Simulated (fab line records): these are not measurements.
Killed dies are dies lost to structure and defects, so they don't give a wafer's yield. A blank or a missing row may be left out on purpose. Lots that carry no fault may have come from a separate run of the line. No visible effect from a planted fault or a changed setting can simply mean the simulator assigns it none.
Lot-split experiment / flow n5Finfet / 21 wafers read from 7 lots, route of 1938 steps

== ABOUT THE SPLIT ==
At N5_BEOL_M12_COAT_04 (resist thk 400 nm), the setting spinRpm was moved away from the recipe's 1625 rpm on 5 of the 21 wafers read, by -8.4% to +5.6%. All remaining wafers had this setting at the recipe value.

There is no step in the file separating the split from the reading.

== THE READING ==
coat_of_BEOL_M12_COAT_04.thkNm (the simulator's own value, which no gauge read), in nm, at N5_BEOL_M12_ETCH_59 (etches BARC in N2/H2, target depth 89 nm, overetch 26.7 nm, time 67.9 s). The file gives no usual value for it. Average 318.1 nm, standard deviation 1.3 nm, over the 16 wafers here run with the recipe.

wafer=L079.2; tool, chamber at the split=lithoTrack-02, 0; spinRpm as run, rpm=1625; against the recipe=recipe; coat_of_BEOL_M12_COAT_04.thkNm, nm=320; against lot-mates on the recipe=-
wafer=L079.5; tool, chamber at the split=lithoTrack-02, 0; spinRpm as run, rpm=1625; against the recipe=recipe; coat_of_BEOL_M12_COAT_04.thkNm, nm=317; against lot-mates on the recipe=-
wafer=L079.6; tool, chamber at the split=lithoTrack-02, 0; spinRpm as run, rpm=1625; against the recipe=recipe; coat_of_BEOL_M12_COAT_04.thkNm, nm=317.2; against lot-mates on the recipe=-
wafer=L080.1; tool, chamber at the split=lithoTrack-02, 0; spinRpm as run, rpm=1625; against the recipe=recipe; coat_of_BEOL_M12_COAT_04.thkNm, nm=317.4; against lot-mates on the recipe=-
wafer=L080.5; tool, chamber at the split=lithoTrack-02, 0; spinRpm as run, rpm=1625; against the recipe=recipe; coat_of_BEOL_M12_COAT_04.thkNm, nm=316.8; against lot-mates on the recipe=-
wafer=L080.6; tool, chamber at the split=lithoTrack-02, 0; spinRpm as run, rpm=1625; against the recipe=recipe; coat_of_BEOL_M12_COAT_04.thkNm, nm=316.8; against lot-mates on the recipe=-
wafer=L083.1; tool, chamber at the split=lithoTrack-03, 0; spinRpm as run, rpm=1574; against the recipe=-3.1%; coat_of_BEOL_M12_COAT_04.thkNm, nm=322.2; against lot-mates on the recipe=no lot-mate on the recipe
wafer=L083.2; tool, chamber at the split=lithoTrack-03, 0; spinRpm as run, rpm=1574; against the recipe=-3.1%; coat_of_BEOL_M12_COAT_04.thkNm, nm=327.2; against lot-mates on the recipe=no lot-mate on the recipe
wafer=L083.4; tool, chamber at the split=lithoTrack-03, 0; spinRpm as run, rpm=1574; against the recipe=-3.1%; coat_of_BEOL_M12_COAT_04.thkNm, nm=324.6; against lot-mates on the recipe=no lot-mate on the recipe
wafer=L088.2; tool, chamber at the split=lithoTrack-05, 0; spinRpm as run, rpm=1625; against the recipe=recipe; coat_of_BEOL_M12_COAT_04.thkNm, nm=319.2; against lot-mates on the recipe=-
wafer=L088.3; tool, chamber at the split=lithoTrack-05, 0; spinRpm as run, rpm=1625; against the recipe=recipe; coat_of_BEOL_M12_COAT_04.thkNm, nm=317; against lot-mates on the recipe=-
wafer=L088.5; tool, chamber at the split=lithoTrack-05, 0; spinRpm as run, rpm=1625; against the recipe=recipe; coat_of_BEOL_M12_COAT_04.thkNm, nm=316.2; against lot-mates on the recipe=-
wafer=L092.2; tool, chamber at the split=lithoTrack-05, 0; spinRpm as run, rpm=1625; against the recipe=recipe; coat_of_BEOL_M12_COAT_04.thkNm, nm=318.2; against lot-mates on the recipe=-
wafer=L092.5; tool, chamber at the split=lithoTrack-05, 0; spinRpm as run, rpm=1625; against the recipe=recipe; coat_of_BEOL_M12_COAT_04.thkNm, nm=318.2; against lot-mates on the recipe=-
wafer=L092.6; tool, chamber at the split=lithoTrack-05, 0; spinRpm as run, rpm=1625; against the recipe=recipe; coat_of_BEOL_M12_COAT_04.thkNm, nm=319; against lot-mates on the recipe=-
wafer=L095.1; tool, chamber at the split=lithoTrack-05, 0; spinRpm as run, rpm=1625; against the recipe=recipe; coat_of_BEOL_M12_COAT_04.thkNm, nm=318.4; against lot-mates on the recipe=-
wafer=L095.3; tool, chamber at the split=lithoTrack-05, 0; spinRpm as run, rpm=1625; against the recipe=recipe; coat_of_BEOL_M12_COAT_04.thkNm, nm=320.8; against lot-mates on the recipe=-
wafer=L095.6; tool, chamber at the split=lithoTrack-05, 0; spinRpm as run, rpm=1716; against the recipe=+5.6%; coat_of_BEOL_M12_COAT_04.thkNm, nm=309.4; against lot-mates on the recipe=-10.2
wafer=L097.2; tool, chamber at the split=lithoTrack-03, 0; spinRpm as run, rpm=1625; against the recipe=recipe; coat_of_BEOL_M12_COAT_04.thkNm, nm=317.2; against lot-mates on the recipe=-
wafer=L097.3; tool, chamber at the split=lithoTrack-03, 0; spinRpm as run, rpm=1625; against the recipe=recipe; coat_of_BEOL_M12_COAT_04.thkNm, nm=319.8; against lot-mates on the recipe=-
wafer=L097.6; tool, chamber at the split=lithoTrack-03, 0; spinRpm as run, rpm=1488; against the recipe=-8.4%; coat_of_BEOL_M12_COAT_04.thkNm, nm=339.4; against lot-mates on the recipe=+20.9

THE FIT
A straight line over all 21 wafers: coat_of_BEOL_M12_COAT_04.thkNm changes by -2.17 nm for each +1% of spinRpm; r = -0.95; the points scatter about the line by 1.8 nm.
The same after taking each lot's own level away (the mean of its wafers on the recipe; 18 wafers): -2.27 nm for each +1%; r = -0.98; scatter 1.3 nm.
Per that fit: largest spinRpm move, reading shift of 19 nm.
From 317.00 to 319.60 nm: that is the span of the lots' own levels, equal to 2.0 times the standard deviation above.
The two slopes are in agreement: the lot-to-lot level therefore moves the slope only a little.
Check: for one of the wafers moved furthest among these (-8.4%), held out of the fit, the line's prediction against its lot-mates is +15.4 nm. Against them it came out at +20.9 nm.

== OTHER SPLITS APPLIED TO THESE WAFERS ==
Note: prior to the reading, these wafers also went through further splits. Each is held against what the fit with the lots' levels taken away leaves over:
other split on the same wafers=N5_BEOL_M11_COAT_59 spinRpm; wafers away from the commonest value=10; r with coat_of_BEOL_M12_COAT_04.thkNm (lot level and that fit taken away)=-0.22

== THE WHOLE CHAIN: every reading that the file lists as answering this split, in the file's order ==
step=N5_BEOL_M12_COAT_04; what it does=resist thk 400 nm; reading=coat_of_BEOL_M12_COAT_04.thkNm (the simulator's own value, which no gauge read); change (the file's fit)=-2.19 nm for each +1% of the setting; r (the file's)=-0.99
step=N5_BEOL_M12_ETCH_59; what it does=etches BARC in N2/H2, target depth 89 nm, overetch 26.7 nm, time 67.9 s; reading=coat_of_BEOL_M12_COAT_04.thkNm (the simulator's own value, which no gauge read); change (the file's fit)=-2.28 nm for each +1% of the setting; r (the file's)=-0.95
step=N5_BEOL_M12_STRIP_63; what it does=strips in N2/H2; reading=stripTimeToEndpointS; change (the file's fit)=withheld for each +1% of the setting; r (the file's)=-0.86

== THE FILE'S OWN FIT ==
coat_of_BEOL_M12_COAT_04.thkNm changes by -2.28 nm for each +1% of spinRpm, r = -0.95.
